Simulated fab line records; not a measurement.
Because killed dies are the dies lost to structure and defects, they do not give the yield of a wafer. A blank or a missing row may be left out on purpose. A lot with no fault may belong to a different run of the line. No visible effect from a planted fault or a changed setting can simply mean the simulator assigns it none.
Matching of chambers | flow n5 finfet | N5_BEOL_M3_VIA_ETCH_34 on rie diel-01 has 4 sister chambers
The step etches the open film in C4F6/O2, target depth 69.4 nm, time 65.9 s. 30 wafers are shown with their chamber, then 12 later ones without.

WAFERS PAIRED WITH THEIR CHAMBERS
wafer  | chamber | rf vpp V (V) | drypump motor current A (A) | throttle valve pct (%)
L075.2 | 3       | 717          | 6.6                         | 31.0
L075.4 | 1       | 621          | 6.6                         | 30.4
L075.6 | 3       | 718          | 6.6                         | 31.0
L076.1 | 1       | 621          | 6.6                         | 30.4
L076.4 | 3       | 719          | 6.6                         | 31.0
L076.5 | 2       | 703          | 5.7                         | 31.1
L077.1 | 2       | 702          | 5.7                         | 31.1
L077.4 | 0       | 668          | 5.6                         | 30.3
L077.6 | 1       | 621          | 6.6                         | 30.4
L079.1 | 3       | 718          | 6.6                         | 31.0
L079.2 | 2       | 702          | 5.7                         | 31.1
L079.3 | 1       | 621          | 6.6                         | 30.4
L081.1 | 0       | 667          | 5.6                         | 30.3
L081.2 | 3       | 719          | 6.6                         | 31.0
L081.5 | 2       | 701          | 5.7                         | 31.2
L083.2 | 0       | 667          | 5.5                         | 30.3
L083.4 | 3       | 716          | 6.6                         | 31.0
L083.6 | 0       | 667          | 5.6                         | 30.3
L082.3 | 0       | 667          | 5.6                         | 30.3
L082.4 | 3       | 718          | 6.6                         | 31.0
L082.6 | 1       | 620          | 6.6                         | 30.4
L084.2 | 1       | 621          | 6.6                         | 30.4
L084.3 | 0       | 668          | 5.6                         | 30.3
L084.4 | 3       | 718          | 6.6                         | 31.0
L086.2 | 1       | 621          | 6.6                         | 30.4
L086.3 | 0       | 669          | 5.5                         | 30.3
L086.5 | 3       | 718          | 6.6                         | 31.0
L089.1 | 1       | 622          | 6.6                         | 30.4
L089.5 | 1       | 621          | 6.6                         | 30.4
L089.6 | 0       | 666          | 5.5                         | 30.3

SIGNATURES, as means of the wafers listed above
reading                 | chamber 0 | chamber 1 | chamber 2 | chamber 3 | scatter within a chamber
rf vpp V                | 667.38    | 621.00    | 702.00    | 717.89    | 0.803
drypump motor current A | 5.562     | 6.600     | 5.700     | 6.600     | 0.0269
throttle valve pct      | 30.300    | 30.400    | 31.125    | 31.000    | 0.017
Rule: a wafer lies at a distance from a chamber equal to the root of the sum of squares, over the readings, of (its reading less the chamber's mean, divided by the reading's scatter). If the next closest chamber is less than 2 further off than the closest, the wafer can't be placed; otherwise it belongs to the closest. The scatter: take each reading less its chamber's mean, square it, sum over the shown wafers, divide by the number of wafers less the number of chambers, and take the root.

WAFERS WHOSE CHAMBER IS MISSING
wafer  | rf vpp V (V) | drypump motor current A (A) | throttle valve pct (%)
L090.3 | 718          | 6.6                         | 31.0
L090.4 | 622          | 6.6                         | 30.4
L090.6 | 718          | 6.6                         | 31.0
L091.1 | 718          | 6.6                         | 31.0
L091.5 | 718          | 6.6                         | 31.0
L091.6 | 667          | 5.6                         | 30.3
L094.2 | 701          | 5.7                         | 30.8
L094.4 | 666          | 5.6                         | 30.3
L094.5 | 718          | 6.6                         | 31.0
L097.1 | 631          | 6.6                         | 30.5
L097.5 | 631          | 6.6                         | 30.5
L097.6 | 703          | 5.7                         | 30.8

WHICH CHAMBER EACH ONE RAN IN
wafer  | from the rows above | in truth
L090.3 | 3                   | 3
L090.4 | 1                   | 1
L090.6 | 3                   | 3
L091.1 | 3                   | 3
L091.5 | 3                   | 3
L091.6 | 0                   | 0
L094.2 | 2                   | 2
L094.4 | 0                   | 0
L094.5 | 3                   | 3
L097.1 | 1                   | 1
L097.5 | 1                   | 1
L097.6 | 2                   | 2
Placed correctly: 12 of 12. Can't be placed from these rows: 0. 0 placed wrongly.
